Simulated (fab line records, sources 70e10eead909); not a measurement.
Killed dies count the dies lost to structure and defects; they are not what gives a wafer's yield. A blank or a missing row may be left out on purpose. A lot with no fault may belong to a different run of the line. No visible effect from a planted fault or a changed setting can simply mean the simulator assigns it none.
Chamber matching | flow nandHarc | pecvd-03 running NHARC_A_STAIRCASE_DEP_259: 3 sister chambers
The step deposits SiON, target thk 30 nm. 6 wafers are shown with their chamber, then 12 later ones without.

== WAFERS PAIRED WITH THEIR CHAMBERS ==
wafer  | chamber | heaterPowerW (W) | susceptorTempC (C)
L089.1 | 2       | 752              | 399.86
L089.3 | 1       | 926              | 399.81
L089.4 | 0       | 562              | 399.74
L090.4 | 1       | 840              | 400.20
L090.5 | 2       | 870              | 400.20
L090.6 | 0       | 583              | 399.77

== WAFERS WITH NO CHAMBER GIVEN ==
wafer  | heaterPowerW (W) | susceptorTempC (C)
L092.4 | 625              | 399.90
L092.5 | 896              | 400.43
L092.6 | 877              | 399.69
L091.2 | 764              | 399.62
L091.4 | 637              | 400.11
L091.5 | 792              | 399.92
L097.1 | 956              | 399.91
L097.4 | 798              | 400.40
L097.5 | 622              | 399.97
L096.1 | 856              | 399.74
L096.4 | 895              | 400.21
L096.6 | 609              | 399.68

== EACH ONE'S CHAMBER ==
wafer  | from the rows above          | in truth
L092.4 | 0                            | 0
L092.5 | can't be placed: 1 or 2      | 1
L092.6 | can't be placed: 1 or 2      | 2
L091.2 | can't be placed: 2 or 1 or 0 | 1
L091.4 | can't be placed: 0 or 2      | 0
L091.5 | can't be placed: 2 or 1      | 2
L097.1 | can't be placed: 1 or 2      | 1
L097.4 | can't be placed: 2 or 1      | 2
L097.5 | can't be placed: 0 or 2      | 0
L096.1 | can't be placed: 1 or 2      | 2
L096.4 | can't be placed: 1 or 2      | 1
L096.6 | 0                            | 0
2 of 12 placed correctly. Can't be placed from these rows: 10 (the true chamber is among the candidates in 10). Placed wrongly: 0.
How it was worked out, from the rows above alone: a wafer's distance from a chamber is the root of the sum, over the readings, of the square of ((its reading less the chamber's mean) divided by the reading's scatter). If the next closest chamber is less than 2 further off than the closest, the wafer can't be placed; otherwise it belongs to the closest. A chamber's mean is the mean of its shown wafers. The scatter is the square root of a quotient: the sum, over the shown wafers, of each reading's squared deviation from its chamber's mean, divided by wafers minus chambers.
